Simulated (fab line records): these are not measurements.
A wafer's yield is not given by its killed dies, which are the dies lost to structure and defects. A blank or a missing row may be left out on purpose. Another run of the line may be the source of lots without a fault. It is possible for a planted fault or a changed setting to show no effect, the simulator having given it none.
Code-filled problem report in 8D (eight disciplines) form -- flow nandHarc -- the parts of the form that need people (team, actions taken, sign-off) are left out

1. PROBLEM STATEMENT
Wafers without a fault read 48.2 s, standard deviation 0.39; runLengthS at NHARC_A_WL_FILL_ETCHBACK_17 reads a mean of 44.7 s on 5 wafers belonging to 3 lots. Relative to the usual mean, that is a shift of -9.0 standard deviations.
The step: etches the open film in Cl2/BCl3, target depth 4 nm, time 26.7 s.
Earliest sighting: wafer L979.1 on rieMetal-03 at day 25 05:56. The record holds 37 wafers of 13 lots with a number at this step. Rule for "out" (also "out of limits"): further than 4 standard deviations from the usual mean. Any other wafer with a number is counted as sound.

2. WHAT IT IS, WHAT IT ISN'T
question,is,is not
which readings at this step,runLengthS,"drypumpMotorCurrentA, oesProductAu"
which lots,"L979, L981, L986","L971, L973, L974, L975, L977, L978, L989, L990, L991, L993"
which wafers of those lots,"L979.1, L981.1, L981.3, L986.1, L986.3","L979.2, L979.6"
read on which tools,rieMetal-03,"rieMetal-01, rieMetal-02"
when,from day 25 05:56,"up to then (20 sound wafers); but 12 sound wafers of L989, L990, L991, L993 came after"

3. THE SUSPECTS, EACH WITH WHAT RULES IT OUT
Counting: any tool at a process step up to the reading remains a suspect provided it ran every lot that is out. Sound lots after the first of them don't rule it out here, since some wafers of a struck lot are sound.
- rieMetal-03 at NHARC_A_WL_FILL_ETCHBACK_17 (etches the open film in Cl2/BCl3, target depth 4 nm, time 26.7 s): kept. Every lot that is out went through it, the first being L979 (day 25 05:56); the last sound lot it ran before that was L977 (day 23 20:11). On those wafers its own readings are out: runLengthS.
After counting, what remains is rieMetal-03 at NHARC_A_WL_FILL_ETCHBACK_17.

4. THE CAUSE (what the simulator had put in)
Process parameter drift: rieMetal-03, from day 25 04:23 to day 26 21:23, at NHARC_A_WL_FILL_ETCHBACK_17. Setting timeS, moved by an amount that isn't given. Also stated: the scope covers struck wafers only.
Only this tool survived the counting.

5. SEQUENCE OF EFFECTS, ordered by route
Each row: a reading whose mean over the struck wafers that have a number lies more than 3 standard deviations from the usual. Only readings whose record carries a usual standard deviation are examined. hours: median over the lots of the time between each lot's start at the first step of this table that gives one and its start at this step. sigmas: the change, counted in usual standard deviations.
hours,step,reading,usual,on struck wafers,change,sigmas
0,NHARC_A_WL_FILL_ETCHBACK_17,runLengthS,48.2 s,44.7,-3.5,-9.0
Here are the process steps it includes:
- NHARC_A_WL_FILL_ETCHBACK_17: etches the open film in Cl2/BCl3, target depth 4 nm, time 26.7 s.

6. WHAT WOULD HAVE CAUGHT IT SOONER
First out-of-limits reading in this record: day 25 05:56, which is 2 hours after fault onset at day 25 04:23.
